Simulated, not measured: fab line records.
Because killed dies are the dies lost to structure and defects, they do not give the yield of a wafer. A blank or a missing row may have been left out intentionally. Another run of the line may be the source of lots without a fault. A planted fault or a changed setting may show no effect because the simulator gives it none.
fab line records	flow n5Finfet
record lots=24	wafers=72	lastDay=18
route steps=1938 shown WELL_APT@28 PMOS_HMC_CHANNEL_EPI@57
lots untouched by any fault: they come from a run of this same line in which no faults occurred
startH: the number of hours between the record's first day and the start of the first shown wafer of the lot	waitH: hours since the lot's step before	" unchanged from the row above	L1.1+2: a row that stands for several wafers	- no value, or no start was given	* or withheld: withheld	< > ~ a bound
route shown NAME@n: names a module that has steps shown in the file, with the first one's number in the route	usual: mean/standard deviation taken from wafers without a fault	same: alike in all rows	chamber/n: place in a boat	sites: each site's reading	_std_site: their standard deviation	_edge_site: inner sites' mean taken away from outer sites' mean	radiusMm: for every site, how far away it sits from the centre of the wafer	mask NAME#n: copy n	behind: the last tool/chamber to shape the wafer	hold: why the lot went on hold/how many hours it stayed there/how the hold came to an end	device: the n, p or np transistor that did not switch	end of line: the same wafers' tests at the end of the route	a step with no rows: only its recipe	killed: at the first sort, the dies lost to defects and structure; wafer yield is something else	map: shows each die of a wafer: x if killed, . if not, _ if none is there
set.NAME: setting as actually run; set.NAME@STEP: the setting as run at that earlier step	model.NAME: the simulator's own value behind a step, which no gauge read
route steps across a sampled set of lots; one table per step, one row per wafer
services: when a tool's chamber went out of use (startH, in hours from the record's first day, below 0 if earlier), for how many hours, and the reason
## steps
# step N5_WELL_APT_CD_MEAS_08
# recipe targetCdNm=200	landingEnergyEv=500	detector=seInlens
# usual cdNm=199.9/1.1
lot.wafer	tool	chamber	startH	waitH	cdNm
L074.2	cdSem-03	0	13.59	-	199.1
L074.3	"	0	"	"	200.7
L074.4	"	0	"	"	198.3
L075.1	cdSem-02	0	19.81	-	197.8
L075.2	"	0	"	"	199.8
L075.5	"	0	"	"	201.3
L076.2	cdSem-01	0	25.58	-	198.7
L076.4	"	0	"	"	200.6
L076.5	"	0	"	"	198.0
L077.3	cdSem-03	0	31.73	-	199.5
L077.5	"	0	"	"	199.2
L077.6	"	0	"	"	199.9
L078.1	cdSem-01	0	37.68	-	202.4
L078.4	"	0	"	"	198.6
L078.5	"	0	"	"	198.2
L079.1	cdSem-03	0	43.69	-	200.3
L079.3	"	0	"	"	200.0
L079.5	"	0	"	"	201.7
L080.2	cdSem-02	0	49.68	-	198.8
L080.5	"	0	"	"	198.1
L080.6	"	0	"	"	200.1
L081.1	cdSem-02	0	55.58	-	198.8
L081.2	"	0	"	"	199.4
L081.3	"	0	"	"	200.0
L082.1	cdSem-01	0	61.68	-	200.2
L082.3	"	0	"	"	200.8
L082.5	"	0	"	"	201.4
L083.2	cdSem-03	0	67.59	-	199.6
L083.5	"	0	"	"	200.5
L083.6	"	0	"	"	200.0
L084.1	cdSem-03	0	73.97	-	202.3
L084.3	"	0	"	"	201.0
L084.6	"	0	"	"	201.9
L085.2	cdSem-02	0	79.57	-	198.9
L085.5	"	0	"	"	199.4
L085.6	"	0	"	"	199.4
L086.3	cdSem-03	0	85.56	-	200.4
L086.4	"	0	"	"	199.5
L086.5	"	0	"	"	198.1
L087.1	cdSem-02	0	92.46	-	199.9
L087.4	"	0	"	"	200.3
L087.5	"	0	"	"	200.0
L088.2	cdSem-01	0	97.72	-	200.8
L088.3	"	0	"	"	198.0
L088.5	"	0	"	"	198.5
L089.1	cdSem-03	0	103.68	-	200.2
L089.2	"	0	"	"	201.0
L089.4	"	0	"	"	200.3
L090.1	cdSem-01	0	109.70	-	200.4
L090.2	"	0	"	"	199.8
L090.3	"	0	"	"	200.7
L091.3	cdSem-03	0	115.69	-	199.7
L091.4	"	0	"	"	200.0
L091.6	"	0	"	"	198.5
L092.4	cdSem-03	0	122.07	-	200.9
L092.5	"	0	"	"	199.1
L092.6	"	0	"	"	198.8
L093.1	cdSem-02	0	127.87	-	199.4
L093.4	"	0	"	"	199.2
L093.6	"	0	"	"	198.2
L094.1	cdSem-02	0	133.82	-	200.8
L094.2	"	0	"	"	199.7
L094.3	"	0	"	"	200.8
L095.1	cdSem-03	0	140.21	-	199.2
L095.2	"	0	"	"	199.6
L095.3	"	0	"	"	198.3
L096.1	cdSem-03	0	145.80	-	200.2
L096.3	"	0	"	"	200.5
L096.4	"	0	"	"	201.0
L097.1	cdSem-03	0	151.72	-	202.2
L097.3	"	0	"	"	200.5
L097.6	"	0	"	"	200.4
# step N5_WELL_APT_INSPECT_10
# recipe mode=adi	inspectInstrument=macro
# usual rawDefectCount=2.0/1.4
lot.wafer	tool	chamber	startH	waitH	rawDefectCount
L074.2	defectInspect-02	-	13.64	0.0	1
L074.3	"	-	"	"	0
L074.4	"	-	"	"	2
L075.1	defectInspect-01	-	19.86	0.0	0
L075.2	"	-	"	"	2
L075.5	"	-	"	"	0
L076.2	defectInspect-02	-	25.64	0.0	6
L076.4	"	-	"	"	2
L076.5	"	-	"	"	4
L077.3	defectInspect-02	-	31.78	0.0	3
L077.5	"	-	"	"	1
L077.6	"	-	"	"	2
L078.1	defectInspect-01	-	37.73	0.0	0
L078.4	"	-	"	"	0
L078.5	"	-	"	"	2
L079.1	defectInspect-01	-	43.75	0.0	0
L079.3	"	-	"	"	3
L079.5	"	-	"	"	3
L080.2	defectInspect-01	-	49.74	0.0	6
L080.5	"	-	"	"	2
L080.6	"	-	"	"	2
L081.1	defectInspect-01	-	55.63	0.0	0
L081.2	"	-	"	"	2
L081.3	"	-	"	"	3
L082.1	defectInspect-01	-	61.74	0.0	3
L082.3	"	-	"	"	2
L082.5	"	-	"	"	2
L083.2	defectInspect-01	-	67.65	0.0	1
L083.5	"	-	"	"	0
L083.6	"	-	"	"	2
L084.1	defectInspect-01	-	74.03	0.0	4
L084.3	"	-	"	"	3
L084.6	"	-	"	"	1
L085.2	defectInspect-02	-	79.63	0.0	1
L085.5	"	-	"	"	2
L085.6	"	-	"	"	1
L086.3	defectInspect-01	-	85.61	0.0	0
L086.4	"	-	"	"	0
L086.5	"	-	"	"	1
L087.1	defectInspect-02	-	92.51	0.0	5
L087.4	"	-	"	"	4
L087.5	"	-	"	"	1
L088.2	defectInspect-02	-	97.77	0.0	2
L088.3	"	-	"	"	3
L088.5	"	-	"	"	4
L089.1	defectInspect-02	-	103.74	0.0	7
L089.2	"	-	"	"	2
L089.4	"	-	"	"	2
L090.1	defectInspect-02	-	109.75	0.0	2
L090.2	"	-	"	"	1
L090.3	"	-	"	"	2
L091.3	defectInspect-02	-	115.74	0.0	1
L091.4	"	-	"	"	2
L091.6	"	-	"	"	1
L092.4	defectInspect-01	-	122.12	0.0	2
L092.5	"	-	"	"	0
L092.6	"	-	"	"	4
L093.1	defectInspect-01	-	127.92	0.0	2
L093.4	"	-	"	"	1
L093.6	"	-	"	"	4
L094.1	defectInspect-02	-	133.87	0.0	2
L094.2	"	-	"	"	1
L094.3	"	-	"	"	3
L095.1	defectInspect-02	-	140.27	0.0	3
L095.2	"	-	"	"	2
L095.3	"	-	"	"	2
L096.1	defectInspect-01	-	145.85	0.0	2
L096.3	"	-	"	"	2
L096.4	"	-	"	"	0
L097.1	defectInspect-02	-	151.80	0.0	3
L097.3	"	-	"	"	3
L097.6	"	-	"	"	2
# step N5_WELL_APT_OVL_MEAS_26
# recipe pointsPerWafer=44
# usual PWELL_OVL=3/4.6
lot.wafer	tool	chamber	startH	waitH	PWELL_OVL[nm]
L074.2	overlay-02	0	15.31	0.0	6
L074.3	"	0	"	"	0
L074.4	"	0	"	"	3
L075.1	overlay-02	0	21.33	0.0	0
L075.2	"	0	"	"	4
L075.5	"	0	"	"	5
L076.2	overlay-02	0	26.74	0.0	-2
L076.4	"	0	"	"	3
L076.5	"	0	"	"	-6
L077.3	overlay-02	0	32.90	0.0	5
L077.5	"	0	"	"	9
L077.6	"	0	"	"	0
L078.1	overlay-02	0	39.72	0.0	5
L078.4	"	0	"	"	6
L078.5	"	0	"	"	9
L079.1	overlay-02	0	45.00	0.0	-3
L079.3	"	0	"	"	-1
L079.5	"	0	"	"	-2
L080.2	overlay-02	0	51.02	0.0	10
L080.5	"	0	"	"	10
L080.6	"	0	"	"	13
L081.1	overlay-02	0	56.82	0.0	-3
L081.2	"	0	"	"	10
L081.3	"	0	"	"	1
L082.1	overlay-01	0	63.36	0.0	7
L082.3	"	0	"	"	3
L082.5	"	0	"	"	1
L083.2	overlay-02	0	68.96	0.0	6
L083.5	"	0	"	"	6
L083.6	"	0	"	"	5
L084.1	overlay-02	0	75.25	0.0	5
L084.3	"	0	"	"	0
L084.6	"	0	"	"	7
L085.2	overlay-01	0	80.76	0.0	-2
L085.5	"	0	"	"	0
L085.6	"	0	"	"	2
L086.3	overlay-01	0	86.90	0.0	2
L086.4	"	0	"	"	12
L086.5	"	0	"	"	9
L087.1	overlay-01	0	93.83	0.0	-3
L087.4	"	0	"	"	6
L087.5	"	0	"	"	3
L088.2	overlay-01	0	98.89	0.0	4
L088.3	"	0	"	"	4
L088.5	"	0	"	"	4
L089.1	overlay-02	0	104.83	0.0	-4
L089.2	"	0	"	"	-6
L089.4	"	0	"	"	-4
L090.1	overlay-02	0	111.03	0.0	3
L090.2	"	0	"	"	-4
L090.3	"	0	"	"	-4
L091.3	overlay-02	0	117.42	0.0	2
L091.4	"	0	"	"	-6
L091.6	"	0	"	"	-2
L092.4	overlay-02	0	123.35	0.0	3
L092.5	"	0	"	"	6
L092.6	"	0	"	"	8
L093.1	overlay-01	0	129.15	0.0	-1
L093.4	"	0	"	"	5
L093.6	"	0	"	"	0
L094.1	overlay-02	0	135.84	0.0	8
L094.2	"	0	"	"	9
L094.3	"	0	"	"	7
L095.1	overlay-01	0	141.49	0.0	-4
L095.2	"	0	"	"	-1
L095.3	"	0	"	"	1
L096.1	overlay-01	0	146.95	0.0	3
L096.3	"	0	"	"	2
L096.4	"	0	"	"	6
L097.1	overlay-02	0	153.02	0.0	2
L097.3	"	0	"	"	9
L097.6	"	0	"	"	5
# step N5_WELL_APT_DESCUM_30
# recipe chemistry=O2	timeS=7.9	sourcePowerW=50	biasPowerW=20	pressureMtorr=20	rfFrequencyHz=2.712e+07	tempC=40	o2FlowSccm=225
# usual drypumpMotorCurrentA=5.8/0.48	oesProductAu=0.78/0.074	rfVppV=243.5/1.5	showerheadPlenumPTorr=2.12/0.086	tempC=40.00/0.095	throttleValvePct=20.41/0.2
lot.wafer	tool	chamber	startH	waitH	drypumpMotorCurrentA	oesProductAu	rfHoursCounterH	rfVppV	showerheadPlenumPTorr	tempC	throttleValvePct
L074.2	rieDiel-02	2	15.37	0.0	6.1	0.85	47	245.3	2.23	39.90	20.23
L074.3	"	0	"	"	5.5	0.72	197	242.2	1.98	39.89	20.31
L074.4	"	1	"	"	6.5	0.76	158	245.4	2.18	40.15	20.40
L075.1	rieDiel-01	3	21.39	0.0	6.2	0.83	78	246.6	2.21	40.15	20.33
L075.2	"	1	"	"	5.6	0.68	249	241.9	1.96	39.88	20.42
L075.5	"	0	"	"	5.6	0.78	-	241.7	2.01	40.15	20.52
L076.2	rieDiel-06	1	27.01	0.2	5.0	0.69	221	242.4	2.05	40.11	20.46
L076.4	"	0	"	"	5.7	0.70	230	243.1	2.06	39.99	20.56
L076.5	"	2	"	"	5.4	0.78	-	244.6	2.19	40.19	20.72
L077.3	rieDiel-06	2	33.87	0.9	5.4	0.78	125	244.1	2.19	40.09	20.75
L077.5	"	0	"	"	5.7	0.70	-	242.3	2.06	40.05	20.57
L077.6	"	1	"	"	5.0	0.69	-	243.0	2.05	40.10	20.45
L078.1	rieDiel-06	3	39.78	0.0	6.4	0.83	84	243.7	2.11	40.09	20.57
L078.4	"	1	"	"	5.0	0.69	227	242.2	2.05	39.81	20.47
L078.5	"	0	"	"	5.7	0.69	-	241.0	2.06	40.12	20.57
L079.1	rieDiel-02	3	45.06	0.0	5.8	0.80	87	241.9	2.03	39.92	20.18
L079.3	"	0	"	"	5.5	0.71	209	241.1	1.98	39.96	20.33
L079.5	"	3	"	"	5.9	0.80	-	240.5	2.03	39.99	20.16
L080.2	rieDiel-01	1	51.08	0.0	5.6	0.96	4	245.5	2.22	40.01	20.07
L080.5	"	1	"	"	5.6	0.97	-	246.7	2.22	39.84	20.06
L080.6	"	2	"	"	5.0	0.72	-	242.9	2.17	40.14	20.71
L081.1	rieDiel-02	2	57.41	0.6	6.1	0.83	64	244.9	2.22	40.05	20.25
L081.2	"	1	"	"	6.5	0.74	174	244.5	2.17	39.98	20.42
L081.3	"	3	"	"	5.8	0.80	91	241.1	2.03	39.88	20.18
L082.1	rieDiel-01	2	63.46	0.1	5.0	0.73	194	244.9	2.16	39.93	20.74
L082.3	"	1	"	"	5.6	0.94	9	244.6	2.22	40.00	20.07
L082.5	"	3	"	"	6.2	0.81	-	245.0	2.20	40.13	20.36
L083.2	rieDiel-02	0	69.22	0.2	5.5	0.70	218	241.2	1.98	39.92	20.34
L083.5	"	0	"	"	5.5	0.69	-	242.1	1.98	40.00	20.35
L083.6	"	3	"	"	5.9	0.78	-	242.3	2.02	40.11	20.18
L084.1	rieDiel-01	1	75.31	0.0	5.6	0.93	13	245.7	2.22	39.95	20.10
L084.3	"	0	"	"	5.6	0.77	138	241.3	2.01	40.00	20.53
L084.6	"	1	"	"	5.6	0.94	-	245.8	2.22	40.02	20.07
L085.2	rieDiel-01	2	81.09	0.3	5.1	0.72	202	243.3	2.16	39.90	20.75
L085.5	"	1	"	"	5.6	0.93	-	245.4	2.22	39.93	20.08
L085.6	"	2	"	"	5.0	0.72	-	245.0	2.16	40.01	20.72
L086.3	rieDiel-02	2	86.95	0.0	6.1	0.82	74	245.4	2.21	40.07	20.28
L086.4	"	0	"	"	5.5	0.69	224	241.2	1.98	40.07	20.37
L086.5	"	2	"	"	6.1	0.83	-	245.2	2.22	40.06	20.28
L087.1	rieDiel-06	2	93.89	0.0	5.5	0.77	144	245.7	2.18	40.11	20.75
L087.4	"	1	"	"	5.0	0.67	-	242.3	2.05	40.03	20.52
L087.5	"	2	"	"	5.5	0.77	-	243.0	2.18	40.08	20.78
L088.2	rieDiel-02	1	98.95	0.0	6.5	0.73	190	244.4	2.17	39.86	20.46
L088.3	"	2	"	"	6.2	0.82	79	245.4	2.21	39.98	20.28
L088.5	"	3	"	"	5.9	0.78	-	242.0	2.02	40.10	20.21
L089.1	rieDiel-02	3	105.01	0.0	5.9	0.77	109	241.2	2.02	39.99	20.21
L089.2	"	2	"	"	6.1	0.81	82	245.2	2.21	40.12	20.28
L089.4	"	1	"	"	6.5	0.73	-	244.8	2.16	39.93	20.44
L090.1	rieDiel-02	3	111.20	0.1	5.9	0.77	112	241.0	2.02	40.09	20.19
L090.2	"	2	"	"	6.1	0.80	84	244.6	2.21	39.92	20.29
L090.3	"	0	"	"	5.5	0.69	229	242.3	1.97	40.07	20.36
L091.3	rieDiel-01	2	117.48	0.0	5.0	0.71	215	245.1	2.16	39.87	20.75
L091.4	"	0	"	"	5.6	0.76	153	241.3	2.00	40.05	20.56
L091.6	"	2	"	"	5.0	0.71	-	243.6	2.16	39.97	20.76
L092.4	rieDiel-02	2	123.41	0.0	6.1	0.80	89	245.0	2.21	39.94	20.30
L092.5	"	1	"	"	6.5	0.71	-	243.7	2.16	40.03	20.48
L092.6	"	0	"	"	5.5	0.68	-	242.4	1.97	40.07	20.36
L093.1	rieDiel-06	3	129.20	0.0	6.4	0.80	116	244.0	2.10	40.04	20.63
L093.4	"	1	"	"	5.0	0.99	0	242.4	2.04	39.95	20.12
L093.6	"	0	"	"	5.7	0.96	-	244.0	2.05	40.07	20.19
L094.1	rieDiel-02	2	135.90	0.0	6.1	0.79	94	245.1	2.21	39.88	20.29
L094.2	"	0	"	"	5.5	0.68	238	241.6	1.97	40.00	20.37
L094.3	"	3	"	"	5.9	0.77	121	241.5	2.02	40.18	20.23
L095.1	rieDiel-02	2	141.77	0.3	6.1	0.80	95	242.5	2.21	39.97	20.30
L095.2	"	0	"	"	5.5	0.69	240	240.5	1.97	40.01	20.37
L095.3	"	1	"	"	6.5	0.73	207	244.0	2.16	39.98	20.49
L096.1	rieDiel-06	0	147.00	0.0	5.7	0.95	13	242.7	2.05	40.02	20.21
L096.3	"	3	"	"	6.4	0.78	124	243.5	2.09	40.03	20.63
L096.4	"	2	"	"	5.4	0.75	166	244.3	2.17	40.00	20.79
L097.1	rieDiel-01	0	153.08	0.0	5.6	0.75	168	241.9	2.00	39.96	20.59
L097.3	"	3	"	"	6.2	0.79	119	244.6	2.19	40.15	20.40
L097.6	"	2	"	"	5.0	0.69	-	243.6	2.15	39.91	20.78
# step N5_PMOS_HMC_CHANNEL_EPI_HM_DEP_34
# recipe material=SiO2	targetThkA=360	tempC=400	precursor=TEOS/O2	pressureTorr=6.5	rfW=900	teosFlowSccm=161.4	gas=O2	flowSccm=2650	timeS=6.9
# usual heaterPowerW=564/93	showerheadPlenumPTorr=8.34/0.037	throttleValvePct=18.5/1.1
lot.wafer	tool	chamber	startH	waitH	heaterPowerW	showerheadPlenumPTorr	throttleValvePct
L074.2	pecvd-01	2	17.82	0.0	528	8.28	17.5
L074.3	"	1	"	"	409	8.40	18.9
L074.4	"	2	"	"	524	8.28	17.7
L075.1	pecvd-01	1	23.08	0.0	456	8.41	18.9
L075.2	"	2	"	"	503	8.30	17.5
L075.5	"	2	"	"	500	8.28	17.5
L076.2	pecvd-04	0	28.68	0.0	491	8.29	18.0
L076.4	"	1	"	"	556	8.33	17.4
L076.5	"	2	"	"	676	8.33	17.2
L077.3	pecvd-04	1	35.57	0.0	654	8.34	17.8
L077.5	"	2	"	"	703	8.33	17.1
L077.6	"	1	"	"	649	8.32	17.6
L078.1	pecvd-01	0	41.61	0.0	546	8.33	18.7
L078.4	"	2	"	"	518	8.31	17.4
L078.5	"	0	"	"	554	8.35	18.5
L079.1	pecvd-03	1	46.89	0.0	494	8.36	20.5
L079.3	"	2	"	"	514	8.32	17.1
L079.5	"	0	"	"	718	8.36	19.1
L080.2	pecvd-04	0	52.75	0.0	459	8.32	17.9
L080.5	"	1	"	"	696	8.34	17.5
L080.6	"	2	"	"	750	8.34	17.1
L081.1	pecvd-01	1	59.09	0.0	459	8.41	18.7
L081.2	"	0	"	"	573	8.32	18.6
L081.3	"	0	"	"	574	8.33	18.7
L082.1	pecvd-03	1	65.14	0.0	497	8.35	20.4
L082.3	"	2	"	"	480	8.32	17.1
L082.5	"	0	"	"	689	8.38	19.1
L083.2	pecvd-01	0	71.11	0.0	550	8.33	18.8
L083.5	"	0	"	"	566	8.33	18.7
L083.6	"	1	"	"	421	8.42	18.9
L084.1	pecvd-03	2	77.04	0.0	582	8.29	17.3
L084.3	"	0	"	"	574	8.35	19.2
L084.6	"	2	"	"	599	8.30	17.4
L085.2	pecvd-03	2	82.78	0.0	528	8.30	17.1
L085.5	"	1	"	"	560	8.38	20.2
L085.6	"	0	"	"	725	8.38	19.2
L086.3	pecvd-03	1	88.71	0.0	566	8.37	20.4
L086.4	"	0	"	"	701	8.35	19.0
L086.5	"	0	"	"	715	8.35	19.1
L087.1	pecvd-04	2	95.80	0.0	714	8.33	17.2
L087.4	"	1	"	"	536	8.34	17.7
L087.5	"	1	"	"	536	8.33	17.5
L088.2	pecvd-01	2	100.62	0.0	500	8.32	17.5
L088.3	"	0	"	"	590	8.32	18.7
L088.5	"	2	"	"	518	8.29	17.6
L089.1	pecvd-04	0	106.72	0.0	427	8.31	17.9
L089.2	"	1	"	"	598	8.31	17.6
L089.4	"	1	"	"	602	8.31	17.7
L090.1	pecvd-03	2	113.13	0.0	599	8.31	17.5
L090.2	"	1	"	"	535	8.37	20.4
L090.3	"	0	"	"	726	8.37	19.3
L091.3	pecvd-01	2	119.15	0.0	457	8.28	17.5
L091.4	"	0	"	"	594	8.36	18.7
L091.6	"	1	"	"	493	8.41	19.1
L092.4	pecvd-03	1	125.11	0.0	583	8.38	20.4
L092.5	"	0	"	"	604	8.36	19.0
L092.6	"	2	"	"	518	8.31	17.4
L093.1	pecvd-03	1	131.17	0.0	568	8.35	20.4
L093.4	"	2	"	"	509	8.30	17.4
L093.6	"	1	"	"	564	8.36	20.5
L094.1	pecvd-03	1	137.59	0.0	527	8.36	20.1
L094.2	"	0	"	"	602	8.36	18.9
L094.3	"	2	"	"	625	8.29	17.4
L095.1	pecvd-04	1	143.47	0.0	611	8.32	17.6
L095.2	"	0	"	"	432	8.31	18.1
L095.3	"	2	"	"	689	8.30	17.3
L096.1	pecvd-03	2	148.70	0.0	538	8.32	17.4
L096.3	"	1	"	"	497	8.36	20.7
L096.4	"	2	"	"	525	8.33	17.4
L097.1	pecvd-01	0	154.77	0.0	484	8.33	18.7
L097.3	"	1	"	"	485	8.40	18.7
L097.6	"	0	"	"	469	8.32	18.9
# step N5_PMOS_HMC_CHANNEL_EPI_EPI_26
# recipe material=Si	targetThkA=38	tempC=650	precursor=SiH4/H2	pressureTorr=20	timeS=22.7
# usual throttleValvePct=11.5/0.52
lot.wafer	tool	chamber	startH	waitH	throttleValvePct
L074.2	epiRpcvd-02	0	20.79	0.1	11.2
L074.3	"	0	"	"	11.1
L074.4	"	0	"	"	11.5
L075.1	epiRpcvd-04	0	25.94	0.0	11.9
L075.2	"	0	"	"	12.1
L075.5	"	0	"	"	11.8
L076.2	epiRpcvd-04	0	31.47	0.1	12.4
L076.4	"	0	"	"	11.9
L076.5	"	0	"	"	12.0
L077.3	epiRpcvd-04	0	38.59	0.1	12.0
L077.5	"	0	"	"	12.1
L077.6	"	0	"	"	12.1
L078.1	epiRpcvd-04	0	44.47	0.0	12.2
L078.4	"	0	"	"	12.1
L078.5	"	0	"	"	11.7
L079.1	epiRpcvd-03	0	49.69	0.0	11.0
L079.3	"	0	"	"	11.1
L079.5	"	0	"	"	10.9
L080.2	epiRpcvd-04	0	55.54	0.1	12.3
L080.5	"	0	"	"	11.8
L080.6	"	0	"	"	11.8
L081.1	epiRpcvd-03	0	62.13	0.0	10.9
L081.2	"	0	"	"	10.9
L081.3	"	0	"	"	10.8
L082.1	epiRpcvd-02	0	67.89	0.0	11.6
L082.3	"	0	"	"	11.2
L082.5	"	0	"	"	11.1
L083.2	epiRpcvd-03	0	74.70	0.1	11.0
L083.5	"	0	"	"	10.7
L083.6	"	0	"	"	10.7
L084.1	epiRpcvd-04	0	79.79	0.0	12.0
L084.3	"	0	"	"	12.0
L084.6	"	0	"	"	12.2
L085.2	epiRpcvd-03	0	85.58	0.1	10.9
L085.5	"	0	"	"	11.1
L085.6	"	0	"	"	11.0
L086.3	epiRpcvd-04	0	91.69	0.1	12.2
L086.4	"	0	"	"	12.3
L086.5	"	0	"	"	11.8
L087.1	epiRpcvd-04	0	98.54	0.0	12.3
L087.4	"	0	"	"	12.0
L087.5	"	0	"	"	11.9
L088.2	epiRpcvd-03	0	103.41	0.1	10.8
L088.3	"	0	"	"	10.8
L088.5	"	0	"	"	10.9
L089.1	epiRpcvd-02	0	109.46	0.0	11.3
L089.2	"	0	"	"	11.2
L089.4	"	0	"	"	11.5
L090.1	epiRpcvd-03	0	116.07	0.0	10.8
L090.2	"	0	"	"	10.9
L090.3	"	0	"	"	11.1
L091.3	epiRpcvd-04	0	122.88	0.1	12.0
L091.4	"	0	"	"	11.9
L091.6	"	0	"	"	11.9
L092.4	epiRpcvd-03	0	128.11	0.2	10.7
L092.5	"	0	"	"	11.1
L092.6	"	0	"	"	10.8
L093.1	epiRpcvd-04	0	134.55	0.7	12.0
L093.4	"	0	"	"	12.0
L093.6	"	0	"	"	11.9
L094.1	epiRpcvd-04	0	141.29	0.0	12.0
L094.2	"	0	"	"	11.8
L094.3	"	0	"	"	11.9
L095.1	epiRpcvd-04	0	146.21	0.0	11.8
L095.2	"	0	"	"	12.1
L095.3	"	0	"	"	11.9
L096.1	epiRpcvd-03	0	151.66	0.0	10.9
L096.3	"	0	"	"	10.7
L096.4	"	0	"	"	10.9
L097.1	epiRpcvd-04	0	157.51	0.0	12.0
L097.3	"	0	"	"	12.1
L097.6	"	0	"	"	11.9
## services
tool	chamber	startH	hours	kind
pecvd-01	2	-1.45	2.1	scheduledDown
rieDiel-06	1	0.46	5.1	repair
pecvd-03	1	1.56	27.8	repair
pecvd-04	-	5.51	2.6	repair
rieDiel-01	1	6.86	4.8	repair
rieDiel-01	1	22.71	-	clean
rieDiel-01	1	22.71	-	consumableReplace:focusRing
rieDiel-01	-	22.98	14.6	pm
epiRpcvd-03	-	23.58	6.0	pm
pecvd-03	1	31.44	2.1	scheduledDown
pecvd-01	2	46.43	34.3	repair
rieDiel-06	-	57.20	3.8	repair
rieDiel-01	1	64.71	3.8	repair
epiRpcvd-02	-	66.03	1.7	repair
pecvd-03	-	79.37	2.8	repair
pecvd-03	2	86.11	5.5	scheduledDown
pecvd-03	0	91.57	5.5	scheduledDown
pecvd-04	0	91.93	6.3	repair
pecvd-01	1	121.59	2.1	scheduledDown
epiRpcvd-04	-	126.45	8.1	pm
epiRpcvd-03	-	135.29	2.3	repair
pecvd-01	1	145.26	4.8	repair
pecvd-04	-	147.46	1.8	repair
rieDiel-06	-	152.14	4.3	pm
## key
fault none
